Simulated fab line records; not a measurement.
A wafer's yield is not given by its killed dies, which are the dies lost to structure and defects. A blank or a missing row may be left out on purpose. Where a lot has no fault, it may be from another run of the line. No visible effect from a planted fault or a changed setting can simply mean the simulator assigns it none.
One fault seen from 3 desks    flow n5_finfet    only its own numbers are on each desk; what lay behind them is given at the end

== TOOL OWNER'S DESK, rie_diel-04 ==
The tool's own readings at N5_MOL_CONTACT_COAG_ETCHBACK_136 (etches SiO2 in CHF3, target depth 25 nm, time 16.7 s): means of the sampled wafers that have a number, for each lot that ran on this tool. If a lot's mean is further than 4 standard deviations from the usual mean, the lot is out of limits and carries the mark OUT (the distance appears in the brackets).
Columns: A = bias_w at N5_MOL_CONTACT_COAG_ETCHBACK_136, usual 170.0 W; B = drypump_motor_current_A at N5_MOL_CONTACT_COAG_ETCHBACK_136, usual 5.6 A; C = oes_product_au at N5_MOL_CONTACT_COAG_ETCHBACK_136, usual 0.84 a.u.; D = rf_vpp_V at N5_MOL_CONTACT_COAG_ETCHBACK_136, usual 526 V; E = showerhead_plenum_p_Torr at N5_MOL_CONTACT_COAG_ETCHBACK_136, usual 2.41 Torr; F = throttle_valve_pct at N5_MOL_CONTACT_COAG_ETCHBACK_136, usual 18.64 %
lot   first seen here  A      B    C     D    E     F
L308  day 8 07:39      169.6  5.3  0.89  536  2.33  18.59
L320  day 11 17:38     169.9  5.6  0.82  530  2.34  18.61
This desk found nothing out of limits on any of the 2 lots.

== THE DEFECT DESK ==
Lot by lot, what the route's inspections counted, given as the mean of those sampled wafers with a number. If a lot's mean is further than 4 standard deviations from the usual mean, the lot is out of limits and carries the mark OUT (the distance appears in the brackets).
Columns: A = raw_defect_count at N5_MOL_CONTACT_COAG_INSPECT_42, usual 195
lot   first seen here  A
L298  day 5 11:53      230
L308  day 8 07:05      136
L313  day 9 05:52      162
L315  day 9 17:58      205
L320  day 11 16:41     187
This desk found nothing out of limits on any of the 5 lots.

== FROM THE METROLOGY DESK ==
What the gauges read, lot by lot, whatever tool the lot ran on: means of the sampled wafers that have a number. If a lot's mean is further than 4 standard deviations from the usual mean, the lot is out of limits and carries the mark OUT (the distance appears in the brackets).
Columns: A = cd_nm at N5_MOL_CONTACT_COAG_CD_MEAS_40, usual 25.10 nm; B = VD_OVL at N5_MOL_CONTACT_COAG_OVL_MEAS_41, usual -0.2 nm
lot   first seen here  A      B
L298  day 5 11:48      25.09  -1.1
L308  day 8 07:00      25.04  0.7
L313  day 9 05:46      25.32  -0.6
L315  day 9 17:53      24.98  0.5
L320  day 11 16:36     24.96  0.5
This desk found nothing out of limits on any of the 5 lots.

== TAKEN TOGETHER ==
The desk of the tool owner found nothing out of limits.
No out-of-limits result turned up at the defect desk.
From the metrology desk's view, nothing was out of limits.

== WHAT THE SIMULATOR HAD INSERTED ==
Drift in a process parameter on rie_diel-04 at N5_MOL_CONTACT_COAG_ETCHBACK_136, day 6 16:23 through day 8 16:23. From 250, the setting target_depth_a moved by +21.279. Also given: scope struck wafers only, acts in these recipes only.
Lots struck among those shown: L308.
